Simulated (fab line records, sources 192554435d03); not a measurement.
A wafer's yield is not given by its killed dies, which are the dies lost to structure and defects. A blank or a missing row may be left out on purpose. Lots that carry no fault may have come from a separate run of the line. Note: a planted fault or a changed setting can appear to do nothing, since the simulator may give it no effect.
Matching of chambers    flow n5_finfet    rie_diel-04 running N5_MOL_CONTACT_COAG_DESCUM_88: 4 sister chambers
The step chemistry O2, time 7 s. 16 wafers are shown with their chamber, then 8 later ones without.

## WAFERS WITH THEIR CHAMBER
wafer   chamber  drypump_motor_current_A (A)  showerhead_plenum_p_Torr (Torr)  oes_product_au (a.u.)
L075.1  2        5.5                          2.13                             0.72
L075.5  2        5.5                          2.13                             0.72
L075.6  3        6.1                          2.04                             0.82
L077.3  1        5.4                          2.09                             0.71
L077.4  3        6.1                          2.04                             0.82
L077.6  0        6.2                          2.15                             0.91
L078.1  0        6.2                          2.14                             0.90
L078.5  2        5.5                          2.13                             0.72
L078.6  1        5.4                          2.09                             0.71
L083.1  1        5.4                          2.08                             0.69
L083.3  2        5.5                          2.13                             0.71
L083.5  0        6.2                          2.14                             0.89
L084.3  3        6.2                          2.03                             0.80
L084.4  0        6.2                          2.14                             0.89
L084.5  1        5.4                          2.08                             0.69
L094.1  2        5.5                          2.12                             0.70

SIGNATURES (means of the wafers above)
reading                   chamber 0  chamber 1  chamber 2  chamber 3  scatter within a chamber
drypump_motor_current_A   6.200      5.400      5.500      6.133      0.0236
showerhead_plenum_p_Torr  2.1425     2.0850     2.1280     2.0367     0.00518
oes_product_au            0.8975     0.7000     0.7140     0.8133     0.0103
Rule: for a wafer and a chamber, the distance is found by dividing, reading by reading, the gap between the wafer's reading and the chamber's mean by the reading's scatter, squaring, summing and taking the root. If the next closest chamber is less than 2 further off than the closest, the wafer can't be placed; otherwise it belongs to the closest. The scatter is the square root of a quotient: the sum, over the shown wafers, of each reading's squared deviation from its chamber's mean, divided by wafers minus chambers.

## WAFERS MISSING THEIR CHAMBER
wafer   drypump_motor_current_A (A)  showerhead_plenum_p_Torr (Torr)  oes_product_au (a.u.)
L094.2  5.4                          2.08                             0.69
L094.4  6.2                          2.13                             0.87
L095.1  5.5                          2.08                             0.68
L095.4  6.2                          2.13                             0.87
L095.5  5.5                          2.12                             0.69
L097.1  6.1                          2.02                             0.77
L097.2  5.4                          2.08                             0.68
L097.6  6.2                          2.13                             0.86

## EACH ONE'S CHAMBER
wafer   from the rows above  in truth
L094.2  1                    1
L094.4  0                    0
L095.1  1                    1
L095.4  0                    0
L095.5  2                    2
L097.1  3                    3
L097.2  1                    1
L097.6  0                    0
8 of 8 placed correctly. From these rows, 0 cannot be placed. Placed wrongly: 0.
